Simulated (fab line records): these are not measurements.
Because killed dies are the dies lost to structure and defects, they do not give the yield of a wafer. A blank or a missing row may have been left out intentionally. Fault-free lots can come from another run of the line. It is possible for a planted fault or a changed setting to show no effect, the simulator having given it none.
2 desks looking at one fault :: flow n5_finfet :: only its own numbers are on each desk; what lay behind them is given at the end

AT THE TOOL OWNER'S DESK: pecvd-02
The tool's own readings at N5_BEOL_M1_PECVD_72 (deposits SiO2 from TEOS/O2, target thk 16 nm, time 18 s): means of the sampled wafers that have a number, for each lot that ran on this tool. If a lot's mean is further than 4 standard deviations from the usual mean, the lot is out of limits and carries the mark OUT (the distance appears in the brackets).
Columns: A = heater_power_w at N5_BEOL_M1_PECVD_72, usual 741 W; B = showerhead_plenum_p_Torr at N5_BEOL_M1_PECVD_72, usual 8.79 Torr; C = throttle_valve_pct at N5_BEOL_M1_PECVD_72, usual 21.9 %
lot: L868
first seen here: day 7 03:57
A: 702
B: 8.83
C: 21.5

lot: L875
first seen here: day 9 03:35
A: 736
B: 8.83
C: 21.5

lot: L877
first seen here: day 9 21:27
A: 784
B: 8.79
C: 21.4
Result from this desk: across the 3 lots, nothing is out of limits.

METROLOGY DESK
What the gauges read, lot by lot, whatever tool the lot ran on: means of the sampled wafers that have a number. If a lot's mean is further than 4 standard deviations from the usual mean, the lot is out of limits and carries the mark OUT (the distance appears in the brackets). 7 of its 10 readings are shown, namely those furthest out on some lot.
Columns: A = DIBL_N at N5_BEOL_M4_RC_MEAS_101, usual 36.6 mV/V; B = IOFF_N at N5_BEOL_M4_RC_MEAS_101, usual 0.16 nA/um; C = IOFF_P at N5_BEOL_M4_RC_MEAS_101, usual 0.22 nA/um; D = ION_N at N5_BEOL_M4_RC_MEAS_101, usual 673 uA/um; E = ION_P at N5_BEOL_M4_RC_MEAS_101, usual 463 uA/um; F = VT_N at N5_BEOL_M4_RC_MEAS_101, usual 249 mV; G = VT_P at N5_BEOL_M4_RC_MEAS_101, usual -249 mV
lot: L863
first seen here: day 8 00:14
A: 37.0
B: 0.15
C: 0.24
D: 671
E: 466
F: 250
G: -247

lot: L867
first seen here: day 8 21:10
A: 36.8
B: 0.15
C: 0.20
D: 666
E: 457
F: 253
G: -251

lot: L868
first seen here: day 8 23:53
A: 35.7
B: 0.15
C: 0.20
D: 677
E: 467
F: 249
G: -250

lot: L870
first seen here: day 9 14:52
A: 36.3
B: 0.14
C: 0.17
D: 659
E: 452
F: 253
G: -252

lot: L875
first seen here: day 10 23:00
A: 38.0
B: 0.17
C: 0.24
D: 675
E: 460
F: 249
G: -248

lot: L876
first seen here: day 11 02:02
A: 37.4
B: 0.17
C: 0.22
D: 680
E: 463
F: 249
G: -248

lot: L877
first seen here: day 12 02:59
A: 37.0
B: 0.17
C: 0.24
D: 673
E: 464
F: 251
G: -249

lot: L884
first seen here: day 13 23:58
A: 38.9
B: 0.22
C: 0.32
D: 697
E: 484
F: 244
G: -242

lot: L885
first seen here: day 14 01:58
A: 35.8
B: 0.16
C: 0.21
D: 668
E: 459
F: 249
G: -250
Result from this desk: across the 9 lots, nothing is out of limits.

TAKEN TOGETHER
The tool owner's desk saw nothing out of limits.
At the metrology desk, nothing out of limits was observed.

WHAT THE SIMULATOR HAD PUT IN
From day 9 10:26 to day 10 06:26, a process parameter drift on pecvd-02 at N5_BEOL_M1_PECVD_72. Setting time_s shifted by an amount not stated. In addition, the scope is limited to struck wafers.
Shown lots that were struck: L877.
